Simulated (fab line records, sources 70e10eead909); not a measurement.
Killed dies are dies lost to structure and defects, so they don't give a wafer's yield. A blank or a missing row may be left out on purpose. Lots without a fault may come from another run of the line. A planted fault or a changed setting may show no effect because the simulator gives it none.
A struck lot beside a sound one | flow nand_harc | 17 steps out of a route of 1302
Sound: wafers L620.3, L620.4, L620.5. Struck: wafer L630.6. (L630.1, L630.3 of the same lot were not struck and are left out.) The cause comes at the end.
At each step with rows: each side's tool, then ch and its chambers, then its first start. Under that, the readings that differ: sound wafers | struck wafers | difference of the means | sigmas: that difference in standard deviations of wafers without a fault.
alike: readings whose means differ by less than 2 such deviations, and words and numbers that are the same on both sides. not compared: withheld readings, readings that some wafer has no value for, bounds like >300 that may hide the same value, and numbers for which the record gives no deviation and whose values overlap.
The two part at a step that has a row with sigmas, a row that says differs or no value, or rows on one side only. Numbers that don't overlap but have no deviation are shown without sigmas and don't part them. A reading that every wafer of one side lacks parts them only if that side has two wafers or more.

NHARC_P_M1_INSPECT_11:
  sound on defect_inspect-02, day 7 11:37; struck on defect_inspect-01, day 11 05:04
  alike: raw_defect_count
NHARC_P_M1_DESCUM_14: chemistry O2, time 3 s.
  sound on rie_diel-11 ch 0,2, day 7 11:41; struck on rie_diel-01 ch 2, day 11 05:08
  alike: drypump_motor_current_A, oes_product_au, rf_vpp_V, showerhead_plenum_p_Torr, throttle_valve_pct
  not compared: rf_hours_counter_h
NHARC_P_M1_ETCH_35: etches the open film in N2/H2, target depth 40 nm, overetch 12 nm, time 43.94 s.
  sound on rie_diel-11 ch 0,3, day 7 11:46; struck on rie_diel-01 ch 0, day 11 05:13
  reading                         | sound          | struck | difference | sigmas
  showerhead_plenum_p_Torr (Torr) | 2.04 1.98 1.98 | 2.17   | +0.17      | +3
  alike: drypump_motor_current_A, oes_product_au, rf_vpp_V, throttle_valve_pct
  not compared: rf_hours_counter_h
NHARC_P_M1_ETCH_15: etches the open film in C4F8/Ar, target depth 182.5 nm, time 91.2 s.
  sound on rie_diel-11 ch 1,2,3; struck on rie_diel-01 ch 2
  alike: oes_product_au, rf_vpp_V
  not compared: rf_hours_counter_h
NHARC_P_M1_CD_MEAS_16:
  sound on cd_sem-03, day 7 12:01; struck on cd_sem-01, day 11 05:26
  alike: cd_nm
then, 1 step without rows for these wafers: NHARC_P_M1_STRIP_18 (strips in N2/H2).
NHARC_P_M1_ETCH_28: etches the open film in CF4/N2, target depth 30 nm, time 72.99 s.
  sound on rie_diel-01 ch 0,1,3; struck on rie_diel-11 ch 3
  alike: drypump_motor_current_A, oes_product_au, rf_vpp_V, showerhead_plenum_p_Torr, throttle_valve_pct
  not compared: rf_hours_counter_h
then, 1 step without rows for these wafers: NHARC_P_M1_STRIP_19 (strips in post etch residue remover, time 600 s).
NHARC_P_M1_DEGAS_29: time 60 s.
  sound on pvd_sputter-01, day 7 12:44; struck on pvd_sputter-02, day 11 06:10
  reading            | sound       | struck | difference | sigmas
  heater_power_w (W) | 289 319 283 | 378    | +81        | +2
  alike: susceptor_temp_C
then, 3 steps without rows for these wafers: NHARC_P_M1_PRE_CLEAN_30 (time 30 s); NHARC_P_M1_PVD_20 (deposits TaN, target thk 5 nm, time 8.06 s); NHARC_P_M1_PVD_21 (deposits Cu, target thk 30 nm, time 20.49 s).
NHARC_P_M1_ECD_22: material Cu, target thk 400 nm.
  sound on ecd_cu-01 ch 0,1, day 7 13:11; struck on ecd_cu-01 ch 0, day 11 06:41
then, 1 step without rows for these wafers: NHARC_P_M1_ANNEAL_31 (time 90 s).
NHARC_P_M1_CMP_23: polishes, t overpolish 20 s, target thk 157.82 nm.
  sound on cmp-01 ch 0,2,3, day 7 13:50; struck on cmp-01 ch 1, day 11 07:23
  reading                | sound    | struck | difference | sigmas
  time_to_endpoint_s (s) | 31 36 29 | 57     | +25        | +8
  alike: motor_current_A
NHARC_P_M1_THK_MEAS_24: measures by xrf.
  sound on film_metro-01, day 7 14:08; struck on film_metro-02, day 11 07:40
  alike: thk_nm
then, 1 step without rows for these wafers: NHARC_END_SORT_01.

WHERE THEY PART
First at NHARC_P_M1_ETCH_35; last, within this record, at NHARC_P_M1_CMP_23. Later steps at which nothing parts them and some readings are alike: NHARC_P_M1_THK_MEAS_24.

WHY: what the simulator had put in
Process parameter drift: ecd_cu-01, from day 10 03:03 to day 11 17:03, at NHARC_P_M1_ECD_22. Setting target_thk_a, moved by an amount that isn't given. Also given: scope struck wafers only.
